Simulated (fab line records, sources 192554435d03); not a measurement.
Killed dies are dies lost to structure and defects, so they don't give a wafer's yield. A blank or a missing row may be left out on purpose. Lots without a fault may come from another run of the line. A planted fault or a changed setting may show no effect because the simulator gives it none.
Which tool did it? | flow n5_finfet | 12 lots, 36 wafers sampled, at 3 steps of a route of 1938

WHAT THE GAUGES READ, wafer by wafer
N5_BEOL_M0_SAQP_OVL_MEAS_15.
lot  | measured     | on         | M0_CORE_OVL (nm)
L075 | day 5 17:51  | overlay-01 | -0.4 0.5 1.0
L077 | day 6 03:31  | overlay-01 | 0.2 0.0 1.1
L079 | day 6 18:53  | overlay-01 | 1.3 0.7 0.5
L081 | day 7 06:51  | overlay-02 | -0.7 -0.7 -0.9
L083 | day 7 18:46  | overlay-01 | -0.7 -0.7 -1.3
L085 | day 8 09:26  | overlay-02 | -1.1 0.2 0.7
L087 | day 8 21:18  | overlay-02 | 0.3 1.9 0.5
L089 | day 9 06:14  | overlay-02 | 1.5 1.3 0.8
L091 | day 9 17:31  | overlay-01 | 0.2 -0.7 0.1
L093 | day 10 01:00 | overlay-02 | -1.0 0.7 -1.2
L095 | day 10 20:44 | overlay-02 | 0.1 1.4 0.6
L097 | day 11 08:16 | overlay-02 | 0.7 0.2 0.9

WHICH TOOL RAN EACH LOT (tool, then ch and the chambers of the sampled wafers, then the start)
lot  | N5_MOL_CONTACT_COAG_CVD_140   | N5_BEOL_M0_SAQP_PECVD_00
L075 | cvd_w-01 ch 0,1, day 5 12:52  | pecvd-01 ch 0,1,2, day 5 16:53
L077 | cvd_w-01 ch 0,1, day 5 22:40  | pecvd-02 ch 0,1, day 6 02:41
L079 | cvd_w-01 ch 0,1, day 6 12:31  | pecvd-04 ch 0,1, day 6 16:38
L081 | cvd_w-01 ch 0,1, day 7 01:35  | pecvd-01 ch 0,1,2, day 7 05:36
L083 | cvd_w-01 ch 0,1, day 7 11:56  | pecvd-01 ch 1,2, day 7 15:56
L085 | cvd_w-02 ch 0,1, day 8 04:17  | pecvd-02 ch 1,2, day 8 08:12
L087 | cvd_w-02 ch 0,1, day 8 14:54  | pecvd-01 ch 0,1,2, day 8 18:54
L089 | cvd_w-01 ch 0,1, day 8 21:37  | pecvd-01 ch 0,1, day 9 03:23
L091 | cvd_w-01 ch 0,1, day 9 12:07  | pecvd-01 ch 0,1, day 9 16:08
L093 | cvd_w-02 ch 0,1, day 9 19:02  | pecvd-04 ch 0,1, day 9 23:32
L095 | cvd_w-01 ch 0,1, day 10 15:27 | pecvd-02 ch 0,1, day 10 19:28
L097 | cvd_w-02 ch 0,1, day 11 02:43 | pecvd-01 ch 0,2, day 11 06:43
- N5_MOL_CONTACT_COAG_CVD_140: deposits W, target thk 66.5 nm, time 215 s.
- N5_BEOL_M0_SAQP_PECVD_00: deposits SiCN from 3MS/NH3, target thk 8 nm, time 14 s.

THE ANSWER, worked out from the rows above alone
Rule: what is usual is taken from the lots themselves. Put in order of their means at a reading, lots are off if they are a third of the lots or fewer, leave a main group of 4 or more, and stand apart from it by a gap of 3 or more times the standard deviation of the main group's means; of several such gaps the widest counts. A main group whose means are all the same, to the digits that the tables above print for the reading, isn't used. A lot without any number at a reading at which 4 lots or more have one is off too. The other lots that the step has rows for count as sound.
No lot is off at any reading shown: from this, nothing can be told.

WHAT THE SIMULATOR HAD PUT IN
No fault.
